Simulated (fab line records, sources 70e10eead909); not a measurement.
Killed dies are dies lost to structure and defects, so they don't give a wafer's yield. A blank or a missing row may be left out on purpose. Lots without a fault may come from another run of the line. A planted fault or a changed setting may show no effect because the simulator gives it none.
fab line records | flow nand_harc
record lots=13 wafers=39 last_day=33
route steps=1302 shown A_CHANNEL_FILL_D1@494 A_DECK1_JOINT@542
lots that met no fault: from a run of the same line without faults
start_h: hours from the record's first day to the start of the lot's first wafer shown | wait_h: hours since the lot's step before | " the same as in the row above | L1.1+2: a row that stands for several wafers | - no value, or no start given | * or withheld: withheld | < > ~ a bound
route shown NAME@n: a module of which the file shows steps, and the number in the route of the first | usual: mean/standard deviation of fault-free wafers | same: alike in all rows | chamber/n: place in a boat | sites: the reading at each site | _std_site: their standard deviation | _edge_site: outer sites' mean less inner sites' | radius_mm: how far each site lies from the wafer's centre | mask NAME#n: copy n | behind: the tool/chamber that last shaped the wafer | hold: why the lot was held/for how many hours/how that ended | device: the transistor (n, p or np) that didn't switch | end of line: the same wafers' tests at the end of the route | a step without rows: its recipe alone | killed: dies lost to structure and defects at the first sort, not the wafer's yield | map: a wafer's dies, x killed, . not, _ none there
set.NAME: the setting as run; set.NAME@STEP: as run at that earlier step | model.NAME: the simulator's own value behind a step, which no gauge read
steps of the route over a sample of lots; a table a step, a row a wafer
services: from which hour (start_h, from the record's first day; less than 0 if before it) a tool's chamber was out of use, for how many hours, and why
## steps
# step NHARC_A_CHANNEL_FILL_D1_ALD_14
# recipe target_thk_a=25 pulse_time_s=10 ald_cycles=25 temp_c=300 material=SiO2
# usual heater_power_w=451/27 precursor_pulse_height_rel=0.999/0.021
# columns lot.wafer tool chamber start_h wait_h heater_power_w precursor_pulse_height_rel
L675.4 ald_hk-02 3 201.99 0.1 463 0.997
L675.1 " 1 " " 440 1.013
L675.5 " 3 " " 465 1.025
L676.4 ald_hk-02 1 215.01 0.1 432 0.979
L676.1 " 2 " " 394 1.020
L676.5 " 1 " " 437 0.998
L678.3 ald_hk-02 2 227.54 0.0 399 1.020
L678.2 " 3 " " 456 0.994
L678.5 " 2 " " 403 1.025
L679.1 ald_hk-03 0 241.92 0.0 468 1.013
L679.3 " 2 " " 456 1.021
L679.6 " 1 " " 468 0.995
L680.4 ald_hk-03 3 254.31 0.1 454 0.978
L680.1 " 1 " " 472 1.018
L680.6 " 3 " " 450 0.976
L682.4 ald_hk-01 1 281.93 0.0 471 1.005
L682.3 " 2 " " 477 1.028
L682.6 " 1 " " 473 1.000
L683.1 ald_hk-02 3 295.48 0.1 453 0.971
L683.3 " 1 " " 431 1.000
L683.5 " 2 " " 406 0.940
L689.4 ald_hk-01 0 340.10 0.0 495 1.009
L689.1 " 1 " " 465 1.021
L689.6 " 0 " " 489 0.985
L688.1 ald_hk-02 3 347.12 2.9 464 0.972
L688.4 " 0 " " 467 1.007
L688.5 " 0 " " 459 0.985
L691.3 ald_hk-02 3 362.97 2.7 452 0.985
L691.2 " 1 " " 440 1.004
L691.6 " 3 " " 458 0.985
L694.4 ald_hk-02 1 396.13 0.1 443 0.985
L694.1 " 2 " " 403 1.029
L694.2 " 3 " " 453 1.017
L695.2 ald_hk-01 3 408.12 0.1 458 0.981
L695.3 " 1 " " 473 1.011
L695.6 " 2 " " 441 0.977
L697.2 ald_hk-02 1 416.47 0.1 440 1.007
L697.4 " 2 " " 399 0.991
L697.5 " 1 " " 448 1.024
# step NHARC_A_CHANNEL_FILL_D1_CMP_10
# recipe target_thk_nm=150
# usual motor_current_A=11.8/1.2 time_to_endpoint_s=16.6/2.4
# columns lot.wafer tool chamber start_h wait_h motor_current_A time_to_endpoint_s
L675.1 cmp-04 1 242.45 0.4 12.3 19.6
L675.4 " 3 " " 13.9 16.0
L675.5 " 1 " " 12.4 21.6
L676.4 cmp-01 1 255.76 0.4 12.2 14.8
L676.1 " 3 " " 9.0 14.6
L676.5 " 2 " " 12.4 14.8
L678.3 cmp-01 3 269.55 0.4 9.5 14.4
L678.2 " 1 " " 12.5 16.3
L678.5 " 0 " " 12.5 16.8
L679.3 cmp-04 3 282.30 0.4 13.5 9.9
L679.1 " 0 " " 12.2 10.3
L679.6 " 3 " " 13.7 10.9
L680.1 cmp-01 1 298.23 0.4 12.9 15.0
L680.4 " 2 " " 11.8 15.7
L680.6 " 3 " " 9.2 16.5
L682.3 cmp-01 3 328.45 0.4 9.4 17.1
L682.4 " 1 " " 12.8 16.2
L682.6 " 2 " " 12.2 20.7
L683.3 cmp-01 0 338.99 0.4 13.3 16.2
L683.1 " 3 " " 9.5 16.6
L683.5 " 1 " " 13.1 15.2
L689.1 cmp-04 1 383.11 0.4 11.6 18.4
L689.4 " 3 " " 13.0 14.8
L689.6 " 1 " " 11.4 17.7
L688.4 cmp-01 2 390.12 0.4 13.1 18.0
L688.1 " 0 " " 13.7 15.9
L688.5 " 2 " " 12.4 17.2
L691.3 cmp-03 3 403.20 0.4 10.7 16.8
L691.2 " 2 " " 12.6 18.4
L691.6 " 3 " " 11.2 16.1
L694.4 cmp-04 0 439.53 0.4 11.6 14.6
L694.1 " 1 " " 11.9 19.3
L694.2 " 2 " " 10.8 16.6
L695.2 cmp-04 3 448.51 0.4 13.2 17.4
L695.3 " 2 " " 11.0 20.1
L695.6 " 0 " " 11.9 19.3
L697.2 cmp-04 3 457.23 0.4 14.6 14.8
L697.4 " 0 " " 12.5 13.0
L697.5 " 3 " " 13.2 11.0
# step NHARC_A_DECK1_JOINT_DEP_16
# recipe target_thk_a=450 temp_c=400 pressure_torr=6.5 rf_w=900 teos_flow_sccm=161.4 flow_sccm=2650 target_thk_nm=45 gas=O2 material=SiO2
# usual flow_sccm=2650/8.3 heater_power_w=501/69 throttle_valve_pct=15.9/0.55
# columns lot.wafer tool chamber start_h wait_h flow_sccm heater_power_w throttle_valve_pct
L675.1 pecvd-03 0 274.14 0.1 2645 507 15.0
L675.4 " 2 " " 2635 490 15.4
L675.5 " 0 " " 2653 508 15.1
L676.1 pecvd-03 0 288.24 0.1 2657 407 14.9
L676.4 " 1 " " 2643 608 16.1
L676.5 " 0 " " 2657 427 15.2
L678.2 pecvd-03 2 301.53 0.1 2648 465 15.2
L678.3 " 0 " " 2642 475 15.0
L678.5 " 0 " " 2642 492 14.9
L679.3 pecvd-03 1 324.41 0.1 2670 601 16.3
L679.1 " 2 " " 2665 578 15.6
L679.6 " 0 " " 2647 457 15.5
L680.1 pecvd-03 0 337.44 0.1 2646 461 15.3
L680.6 " 1 " " 2656 587 16.4
L680.4 " 2 " " 2650 558 15.2
L682.3 pecvd-02 2 359.77 0.1 2641 431 16.2
L682.4 " 1 " " 2661 408 15.6
L682.6 " 0 " " 2659 412 16.7
L683.3 pecvd-01 1 377.48 0.3 2659 474 16.2
L683.1 " 2 " " 2656 620 16.2
L683.5 " 0 " " 2639 444 16.1
L689.1 pecvd-01 0 418.51 0.6 2644 571 15.8
L689.6 " 0 " " 2637 570 16.4
L689.4 " 2 " " 2663 622 16.5
L688.1 pecvd-01 1 425.68 0.1 2652 496 16.2
L688.5 " 1 " " 2638 498 16.3
L688.4 " 2 " " 2651 619 16.5
L691.2 pecvd-01 1 440.17 0.1 2651 479 16.3
L691.3 " 2 " " 2660 507 16.3
L691.6 " 0 " " 2643 501 16.1
L694.1 pecvd-03 1 477.45 0.1 2662 526 16.7
L694.2 " 2 " " 2642 459 15.5
L694.4 " 0 " " 2660 539 14.7
L695.2 pecvd-02 2 486.61 0.1 2648 532 16.3
L695.3 " 0 " " 2641 432 16.6
L695.6 " 2 " " 2651 527 16.2
L697.2 pecvd-02 1 492.73 0.1 2645 563 15.4
L697.4 " 2 " " 2666 505 16.2
L697.5 " 0 " " 2651 394 17.0
# step NHARC_A_DECK1_JOINT_THK_MEAS_17
# recipe thk_meas_gauge=ellipsometry
# usual thk_nm=45.3/1.2
# columns lot.wafer tool chamber start_h wait_h thk_nm
L675.1 film_metro-02 - 274.36 0.2 45.0
L675.4 " - " " 44.7
L675.5 " - " " 45.3
L676.1 film_metro-01 - 288.46 0.2 45.3
L676.4 " - " " 47.2
L676.5 " - " " 45.7
L678.2 film_metro-02 - 301.81 0.2 44.4
L678.3 " - " " 45.2
L678.5 " - " " 44.3
L679.1 film_metro-01 - 324.69 0.2 43.2
L679.3 " - " " 45.4
L679.6 " - " " 44.4
L680.1 film_metro-01 - 337.72 0.2 44.6
L680.4 " - " " 46.8
L680.6 " - " " 46.9
L682.3 film_metro-02 - 360.03 0.2 45.3
L682.4 " - " " 46.4
L682.6 " - " " 46.8
L683.1 film_metro-01 - 377.73 0.2 43.9
L683.3 " - " " 42.4
L683.5 " - " " 43.9
L689.1 film_metro-02 - 418.79 0.3 44.7
L689.4 " - " " 61.3
L689.6 " - " " 61.5
L688.1 film_metro-02 - 425.96 0.3 45.4
L688.4 " - " " 61.1
L688.5 " - " " 44.6
L691.2 film_metro-01 - 440.42 0.2 43.7
L691.3 " - " " 44.4
L691.6 " - " " 62.3
L694.1 film_metro-01 - 477.72 0.2 45.4
L694.2 " - " " 46.8
L694.4 " - " " 46.8
L695.2 film_metro-02 - 486.87 0.2 45.1
L695.3 " - " " 45.4
L695.6 " - " " 44.1
L697.2 film_metro-01 - 492.95 0.2 45.0
L697.4 " - " " 44.2
L697.5 " - " " 47.5
# step NHARC_A_DECK1_JOINT_INSPECT_05
# usual raw_defect_count=337/140
# columns lot.wafer tool chamber start_h wait_h raw_defect_count
L675.1 defect_inspect-02 - 274.39 0.0 315
L675.4 " - " " 243
L675.5 " - " " 157
L676.1 defect_inspect-02 - 288.49 0.0 443
L676.4 " - " " 484
L676.5 " - " " 391
L678.2 defect_inspect-02 - 301.84 0.0 434
L678.3 " - " " 344
L678.5 " - " " 444
L679.1 defect_inspect-02 - 324.73 0.0 259
L679.3 " - " " 297
L679.6 " - " " 494
L680.1 defect_inspect-02 - 337.75 0.0 177
L680.4 " - " " 206
L680.6 " - " " 218
L682.3 defect_inspect-01 - 360.06 0.0 226
L682.4 " - " " 247
L682.6 " - " " 484
L683.1 defect_inspect-02 - 377.77 0.0 464
L683.3 " - " " 422
L683.5 " - " " 266
L689.1 defect_inspect-01 - 418.83 0.0 187
L689.4 " - " " 471
L689.6 " - " " 339
L688.1 defect_inspect-01 - 426.00 0.0 530
L688.4 " - " " 307
L688.5 " - " " 513
L691.2 defect_inspect-01 - 440.46 0.0 390
L691.3 " - " " 153
L691.6 " - " " 215
L694.1 defect_inspect-01 - 477.76 0.0 358
L694.2 " - " " 403
L694.4 " - " " 428
L695.2 defect_inspect-01 - 486.90 0.0 350
L695.3 " - " " 713
L695.6 " - " " 1009
L697.2 defect_inspect-02 - 492.98 0.0 263
L697.4 " - " " 160
L697.5 " - " " 240
## services
# columns tool chamber start_h hours kind
pecvd-03 - 185.00 13.0 pm
cmp-01 - 185.61 4.0 pm
cmp-04 - 209.00 4.0 pm
cmp-04 - 215.85 1.8 repair
pecvd-03 1 218.33 10.4 repair
cmp-04 - 260.90 1.3 repair
cmp-04 - 262.85 0.9 repair
cmp-01 - 262.85 2.3 repair
ald_hk-02 - 280.93 2.6 repair
cmp-01 - 283.61 4.0 pm
cmp-04 - 307.00 4.0 pm
cmp-04 - 314.98 1.3 repair
ald_hk-02 - 349.39 10.0 pm
cmp-01 - 351.82 2.0 repair
pecvd-03 - 366.00 13.0 pm
cmp-01 - 370.25 2.5 repair
cmp-01 - 381.61 4.0 pm
pecvd-03 2 387.47 3.4 repair
cmp-04 - 405.00 4.0 pm
pecvd-03 0 413.59 6.4 repair
cmp-04 - 431.30 4.1 repair
pecvd-03 - 437.17 4.6 repair
cmp-04 - 468.50 0.4 repair
cmp-01 - 468.56 0.9 repair
## key
first_sign step=NHARC_A_DECK1_JOINT_THK_MEAS_17 reading=thk_nm direction=up sigmas=14 usual=45.3 struck=61.5
effect none on later readings
met_at NHARC_A_DECK1_JOINT_DEP_16
struck_lots L688,L689,L691
struck_wafers L688.4,L689.4,L689.6,L691.6
tester_left_out L688,L689,L691
not_acting_at NHARC_A_CHANNEL_FILL_D1_ALD_14,NHARC_A_CHANNEL_FILL_D1_CMP_10,NHARC_A_DECK1_JOINT_INSPECT_05
onset_between 377.48 418.51
fault kind=process_parameter_drift tool=pecvd-01 chamber=- onset_h=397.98 steps=NHARC_A_DECK1_JOINT_DEP_16 channel=target_thk_nm offset=15.858 shape=step end_h=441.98 scope=struck_wafers_only acts_in=these_recipes_only stated=45
# tester_left_out: of these lots the tester's yield and bins aren't shown, on N5 and GAA mostly nor the transistor test; their killed dies are dies lost to structure and defects alone, not to doping, threshold or leakage, so they don't give the yield
